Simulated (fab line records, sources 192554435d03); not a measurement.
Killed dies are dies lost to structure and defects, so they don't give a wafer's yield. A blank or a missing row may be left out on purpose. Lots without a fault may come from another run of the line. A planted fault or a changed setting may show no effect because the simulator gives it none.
Chamber matching | flow n5_finfet | N5_DUMMY_GATE_ETCH_36 on rie_diel-02: 3 sister chambers
The step etches SiARC in CF4, target depth 13 nm. 3 wafers are shown with their chamber, then 8 later ones without.

WAFERS WITH THEIR CHAMBER
wafer  | chamber | showerhead_plenum_p_Torr (Torr)
L087.6 | 2       | 2.18
L086.4 | 1       | 2.14
L091.1 | 3       | 2.10

WAFERS WITHOUT THEIR CHAMBER
wafer  | showerhead_plenum_p_Torr (Torr)
L091.2 | 2.17
L091.6 | 2.14
L092.4 | 2.17
L092.6 | 2.10
L093.1 | 2.14
L093.3 | 2.17
L094.2 | 2.14
L094.3 | 2.17

WHICH CHAMBER EACH WENT THROUGH
wafer  | from the rows above | in truth
L091.2 | 2                   | 2
L091.6 | 1                   | 1
L092.4 | 2                   | 2
L092.6 | 3                   | 3
L093.1 | 1                   | 1
L093.3 | 2                   | 2
L094.2 | 1                   | 1
L094.3 | 2                   | 2
Placed correctly: 8 of 8. Can't be placed from these rows: 0. Placed wrongly: 0.
How it was worked out, from the rows above alone: a wafer's distance from a chamber is the root of the sum, over the readings, of the square of ((its reading less the chamber's mean) divided by the reading's scatter). The wafer belongs to the nearest chamber; if the next one is less than 2 further off, it can't be placed. A chamber's mean is the mean of its shown wafers. The scatter: with one shown wafer a chamber, the root of the mean of the squares of how far each hidden wafer lies from its nearest shown one.
